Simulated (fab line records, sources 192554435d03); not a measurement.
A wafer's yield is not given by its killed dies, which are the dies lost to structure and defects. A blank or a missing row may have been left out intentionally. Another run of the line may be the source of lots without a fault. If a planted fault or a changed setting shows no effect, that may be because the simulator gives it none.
Split-lot trial + flow n5Finfet + 21 wafers read across 7 lots, on a route 1938 steps long

== THE SPLIT ITSELF ==
At N5_BEOL_M4_ETCH_64 (etches SOC in N2/H2, target depth 75 nm, overetch 22.5 nm, time 121.9 s), the setting biasW was moved away from the recipe's 150 W on 4 of the 21 wafers read, by -16.8% to +12.6%. All remaining wafers had this setting at the recipe value.

The split's own step is where the reading is taken.

== THE READING ==
rfVppV, in V, at N5_BEOL_M4_ETCH_64 (etches SOC in N2/H2, target depth 75 nm, overetch 22.5 nm, time 121.9 s). A value of 524.5 V with a standard deviation of 2 V is what fault-free wafers of this fab line usually give.

| wafer  | tool, chamber at the split | biasW as run, W | against the recipe | rfVppV, V | against lot-mates on the recipe |
|--------|----------------------------|-----------------|--------------------|-----------|---------------------------------|
| L077.4 | rieDiel-03, 2              | 168.9           | +12.6%             | 565.5     | +41.3                           |
| L077.5 | rieDiel-03, 1              | 150             | recipe             | 523.4     | -                               |
| L077.6 | rieDiel-03, 3              | 150             | recipe             | 525.0     | -                               |
| L082.2 | rieDiel-03, 0              | 150             | recipe             | 526.5     | -                               |
| L082.5 | rieDiel-03, 1              | 150             | recipe             | 523.7     | -                               |
| L082.6 | rieDiel-03, 2              | 150             | recipe             | 524.7     | -                               |
| L085.3 | rieDiel-03, 2              | 150             | recipe             | 522.8     | -                               |
| L085.4 | rieDiel-03, 1              | 150             | recipe             | 525.0     | -                               |
| L085.5 | rieDiel-03, 0              | 150             | recipe             | 526.9     | -                               |
| L087.3 | rieDiel-01, 0              | 150             | recipe             | 526.8     | -                               |
| L087.4 | rieDiel-01, 0              | 150             | recipe             | 527.8     | -                               |
| L087.6 | rieDiel-01, 1              | 124.8           | -16.8%             | 467.7     | -59.6                           |
| L091.1 | rieDiel-03, 2              | 166.9           | +11.3%             | 561.1     | +38.8                           |
| L091.2 | rieDiel-03, 0              | 166.9           | +11.3%             | 561.3     | +39.0                           |
| L091.3 | rieDiel-03, 3              | 150             | recipe             | 522.3     | -                               |
| L092.1 | rieDiel-03, 0              | 150             | recipe             | 525.5     | -                               |
| L092.3 | rieDiel-03, 2              | 150             | recipe             | 523.0     | -                               |
| L092.5 | rieDiel-03, 1              | 150             | recipe             | 523.9     | -                               |
| L095.1 | rieDiel-06, 0              | 150             | recipe             | 521.9     | -                               |
| L095.2 | rieDiel-06, 3              | 150             | recipe             | 526.3     | -                               |
| L095.5 | rieDiel-06, 0              | 150             | recipe             | 521.7     | -                               |

FIT RESULTS
A straight line over all 21 wafers: rfVppV changes by +3.31 V for each +1% of biasW; r = +1.00; the points scatter about the line by 1.8 V.
The same after taking each lot's own level away (the mean of its wafers on the recipe; 21 wafers): +3.46 V for each +1%; r = +1.00; scatter 1.4 V.
That fit puts the effect of the largest move of biasW on the reading at 58 V.
From 522.30 to 527.30 V: that is the span of the lots' own levels, equal to 2.5 times the standard deviation above.
The two slopes are in agreement: the lot-to-lot level therefore moves the slope only a little.
Check: for one of the wafers moved furthest among these (-16.8%), held out of the fit, the line's prediction against its lot-mates is -56.9 V. It came out at -59.6 V against them.
Tool readings at the split's step, against how far the setting was moved: rfVppV r = +1.00.

== THE WHOLE CHAIN: every reading that the file lists as answering this split, in the file's order ==
| step               | what it does                                                            | reading                                                                         | change (the file's fit)                | r (the file's) |
|--------------------|-------------------------------------------------------------------------|---------------------------------------------------------------------------------|----------------------------------------|----------------|
| N5_BEOL_M4_ETCH_64 | etches SOC in N2/H2, target depth 75 nm, overetch 22.5 nm, time 121.9 s | rfVppV                                                                          | +3.45 V for each +1% of the setting    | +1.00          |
| N5_BEOL_M4_ETCH_64 | etches SOC in N2/H2, target depth 75 nm, overetch 22.5 nm, time 121.9 s | SiARC_of_BEOL_M4_COAT_62.thkNm (the simulator's own value, which no gauge read) | -0.0686 nm for each +1% of the setting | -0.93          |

== THE FILE'S OWN FIT ==
rfVppV changes by +3.45 V for each +1% of biasW, r = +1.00.
